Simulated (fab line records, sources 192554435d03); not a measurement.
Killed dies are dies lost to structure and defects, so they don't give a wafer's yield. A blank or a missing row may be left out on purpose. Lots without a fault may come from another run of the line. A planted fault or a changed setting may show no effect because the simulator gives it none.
Split-lot experiment | flow n5_finfet | 7 lots, 21 wafers read, on a route of 1938 steps

THE SPLIT
At N5_PASSIVATION_PECVD_35 (deposits SiNx from SiH4/NH3/N2, target thk 700 nm, time 151.3 s), the setting time_s was moved away from the recipe's 151.3 s on 4 of the 21 wafers read, by -11.3% to +11.6%. The other wafers ran this setting at the recipe's value.

The reading is taken at the split's own step.

THE READING
SiNx_of_PASSIVATION_PECVD_35.thk_nm (the simulator's own value, which no gauge read), in nm, at N5_PASSIVATION_PECVD_35 (deposits SiNx from SiH4/NH3/N2, target thk 700 nm, time 151.3 s). The file gives no usual value for it. The 17 wafers here that ran the recipe average 698.5 nm, standard deviation 7.5 nm.

wafer  | tool, chamber at the split | time_s as run, s | against the recipe | SiNx_of_PASSIVATION_PECVD_35.thk_nm, nm | against lot-mates on the recipe
L074.1 | pecvd-01, 1                | 151.3            | recipe             | 688                                     | -
L074.3 | pecvd-01, 2                | 151.3            | recipe             | 694.6                                   | -
L074.4 | pecvd-01, 1                | 151.3            | recipe             | 706                                     | -
L079.1 | pecvd-04, 2                | 151.3            | recipe             | 690.8                                   | -
L079.3 | pecvd-04, 0                | 168.8            | +11.6%             | 778.4                                   | +87.6
L079.4 | pecvd-04, 1                | 168.8            | +11.6%             | 785.6                                   | +94.8
L078.1 | pecvd-02, 1                | 151.3            | recipe             | 701.4                                   | -
L078.2 | pecvd-02, 2                | 151.3            | recipe             | 701.6                                   | -
L078.5 | pecvd-02, 0                | 151.3            | recipe             | 710.6                                   | -
L084.1 | pecvd-01, 1                | 151.3            | recipe             | 696.6                                   | -
L084.2 | pecvd-01, 2                | 151.3            | recipe             | 692.8                                   | -
L084.4 | pecvd-01, 2                | 151.3            | recipe             | 707                                     | -
L085.3 | pecvd-02, 2                | 151.3            | recipe             | 693.4                                   | -
L085.4 | pecvd-02, 0                | 151.3            | recipe             | 707                                     | -
L085.5 | pecvd-02, 1                | 151.3            | recipe             | 698.8                                   | -
L086.1 | pecvd-04, 2                | 151.3            | recipe             | 694                                     | -
L086.3 | pecvd-04, 0                | 151.3            | recipe             | 701.6                                   | -
L086.5 | pecvd-04, 0                | 134.2            | -11.3%             | 626.6                                   | -71.2
L089.3 | pecvd-04, 0                | 144.5            | -4.5%              | 661.8                                   | -33.5
L089.5 | pecvd-04, 1                | 151.3            | recipe             | 683.4                                   | -
L089.6 | pecvd-04, 2                | 151.3            | recipe             | 707.2                                   | -

THE FIT
A straight line over all 21 wafers: SiNx_of_PASSIVATION_PECVD_35.thk_nm changes by +7 nm for each +1% of time_s; r = +0.97; the points scatter about the line by 7.5 nm.
The same after taking each lot's own level away (the mean of its wafers on the recipe; 21 wafers): +7.36 nm for each +1%; r = +0.98; scatter 7.1 nm.
On that fit, the largest move of time_s shifts the reading by 85 nm.
The lots' own levels span 690.80 to 704.53 nm, that is 1.8 times the standard deviation above.
So the lot-to-lot level changes the slope little: the two slopes agree.
Check: with one of the wafers moved furthest among these (+11.6%) left out of the fit, the line predicts +85.5 nm for it against its lot-mates. It came out at +87.6 nm against them.

THE FILE'S OWN FIT
SiNx_of_PASSIVATION_PECVD_35.thk_nm changes by +7.14 nm for each +1% of time_s, r = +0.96.
